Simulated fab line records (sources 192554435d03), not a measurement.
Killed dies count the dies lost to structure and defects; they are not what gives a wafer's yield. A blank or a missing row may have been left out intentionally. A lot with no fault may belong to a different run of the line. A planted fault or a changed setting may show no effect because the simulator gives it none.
Matching of chambers    flow n5_finfet    N5_GATE_CUT_STRIP_59 on rie_diel-03 has 4 sister chambers
The step strips in N2/H2, time 20 s. 4 wafers are shown with their chamber, then 11 later ones without.

## EACH WAFER AND ITS CHAMBER
wafer   chamber  showerhead_plenum_p_Torr (Torr)
L079.1  3        3.18
L084.3  0        3.38
L084.6  2        3.43
L086.3  1        3.21

## WAFERS MISSING THEIR CHAMBER
wafer   showerhead_plenum_p_Torr (Torr)
L086.4  3.38
L086.5  3.42
L089.1  3.60
L089.2  3.21
L089.4  3.21
L092.4  3.37
L092.5  3.42
L092.6  3.59
L097.1  3.41
L097.3  3.20
L097.6  3.59

## THE CHAMBER EACH PASSED THROUGH
wafer   from the rows above           in truth
L086.4  can't be placed: 0 or 2 or 1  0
L086.5  can't be placed: 2 or 0       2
L089.1  can't be placed: 2 or 0       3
L089.2  can't be placed: 1 or 3 or 0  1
L089.4  can't be placed: 1 or 3 or 0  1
L092.4  can't be placed: 0 or 2 or 1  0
L092.5  can't be placed: 2 or 0       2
L092.6  can't be placed: 2 or 0       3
L097.1  can't be placed: 2 or 0       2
L097.3  can't be placed: 1 or 3 or 0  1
L097.6  can't be placed: 2 or 0       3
Correct placement for 0 of the 11. Not placeable from these rows: 11 (in 8, the candidates include the true chamber). 0 placed wrongly.
How it was worked out, from the rows above alone: a wafer's distance from a chamber is the root of the sum, over the readings, of the square of ((its reading less the chamber's mean) divided by the reading's scatter). The wafer belongs to the nearest chamber; if the next one is less than 2 further off, it can't be placed. The mean given for a chamber averages the wafers shown for that chamber. The scatter: with one shown wafer a chamber, the root of the mean of the squares of how far each hidden wafer lies from its nearest shown one.
